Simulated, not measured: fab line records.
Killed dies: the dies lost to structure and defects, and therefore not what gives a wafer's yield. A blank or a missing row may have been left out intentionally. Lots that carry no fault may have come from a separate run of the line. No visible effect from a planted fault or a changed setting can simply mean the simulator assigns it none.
Split-lot experiment ; flow n5Finfet ; 21 wafers read across 7 lots, on a route 1938 steps long

== SPLIT DETAILS ==
At N5_HKMG_FIN_ETCH_58 (etches SOC in N2/H2, target depth 215.8 nm, time 741 s), the setting sourceW was moved away from the recipe's 875 W on 11 of the 21 wafers read, by -17.6% to +6.7%. For the rest of the wafers, this setting stayed at what the recipe calls for.

The reading comes from the split's own step.

== THE READING ==
rfVppV, in V, at N5_HKMG_FIN_ETCH_58 (etches SOC in N2/H2, target depth 215.8 nm, time 741 s). Fault-free wafers of this fab line usually give 99.0 V, standard deviation 0.99 V.

wafer;tool, chamber at the split;sourceW as run, W;against the recipe;rfVppV, V;against lot-mates on the recipe
L074.3;rieDiel-01, 2;829.5;-5.2%;101.3;+2.8
L074.5;rieDiel-01, 0;875;recipe;99.3;-
L074.6;rieDiel-01, 3;875;recipe;97.8;-
L077.1;rieDiel-06, 3;875;recipe;99.7;-
L077.4;rieDiel-06, 1;875;recipe;99.7;-
L077.5;rieDiel-06, 2;875;recipe;99.3;-
L086.1;rieDiel-06, 1;720.6;-17.6%;106.7;+8.1
L086.3;rieDiel-06, 2;875;recipe;98.3;-
L086.6;rieDiel-06, 1;875;recipe;98.9;-
L087.1;rieDiel-01, 1;933.3;+6.7%;96.6;no lot-mate on the recipe
L087.2;rieDiel-01, 2;933.3;+6.7%;96.8;no lot-mate on the recipe
L087.6;rieDiel-01, 0;933.3;+6.7%;97.0;no lot-mate on the recipe
L091.3;rieDiel-01, 2;819.5;-6.3%;100.4;+0.0
L091.4;rieDiel-01, 3;819.5;-6.3%;100.1;-0.3
L091.6;rieDiel-01, 2;875;recipe;100.4;-
L093.1;rieDiel-02, 0;764.4;-12.6%;106.3;+7.0
L093.2;rieDiel-02, 3;875;recipe;99.3;-
L093.4;rieDiel-02, 1;764.4;-12.6%;101.5;+2.2
L094.2;rieDiel-02, 0;875;recipe;98.2;-
L094.4;rieDiel-02, 3;819.5;-6.3%;102.6;+4.4
L094.6;rieDiel-02, 0;819.5;-6.3%;100.1;+1.9

FIT RESULTS
A straight line over all 21 wafers: rfVppV changes by -0.376 V for each +1% of sourceW; r = -0.91; the points scatter about the line by 1.1 V.
The same after taking each lot's own level away (the mean of its wafers on the recipe; 18 wafers): -0.396 V for each +1%; r = -0.84; scatter 1.4 V.
According to that fit, moving sourceW by its largest amount changes the reading by 7 V.
Measured against the standard deviation above, the lots' own levels, which go from 98.20 to 100.40 V, span 2.2 times it.
Consequently the slope shifts little with the lot-to-lot level, the two slopes agreeing.
Check: with one of the wafers moved furthest among these (-17.6%) left out of the fit, the line predicts +5.92 V for it against its lot-mates. Against them it came out at +8.1 V.
Tool readings at the split's step, against how far the setting was moved: rfVppV r = -0.91.

== ADDITIONAL SPLITS CARRIED BY THESE WAFERS ==
Other splits were also applied to these wafers ahead of the reading. Each is held against what the fit with the lots' levels taken away leaves over:
other split on the same wafers;wafers away from the commonest value;r with rfVppV (lot level and that fit taken away)
N5_SDB_ETCH_17 biasW;6;-0.10

== THE WHOLE CHAIN: every reading that the file lists as answering this split, in the file's order ==
step;what it does;reading;change (the file's fit);r (the file's)
N5_HKMG_FIN_ETCH_58;etches SOC in N2/H2, target depth 215.8 nm, time 741 s;rfVppV;-0.404 V for each +1% of the setting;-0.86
N5_HKMG_FIN_ETCH_58;etches SOC in N2/H2, target depth 215.8 nm, time 741 s;etch.depthNm (the simulator's own value, which no gauge read);+1.95 nm for each +1% of the setting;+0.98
N5_HKMG_FIN_ETCH_58;etches SOC in N2/H2, target depth 215.8 nm, time 741 s;HKMG_FIN.featureDepthNm (the simulator's own value, which no gauge read);+1.96 nm for each +1% of the setting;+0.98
N5_HKMG_FIN_ETCH_58;etches SOC in N2/H2, target depth 215.8 nm, time 741 s;SOC_of_HKMG_FIN_COAT_41.thkNm (the simulator's own value, which no gauge read);-1.96 nm for each +1% of the setting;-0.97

== THE FILE'S OWN FIT ==
rfVppV changes by -0.404 V for each +1% of sourceW, r = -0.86.
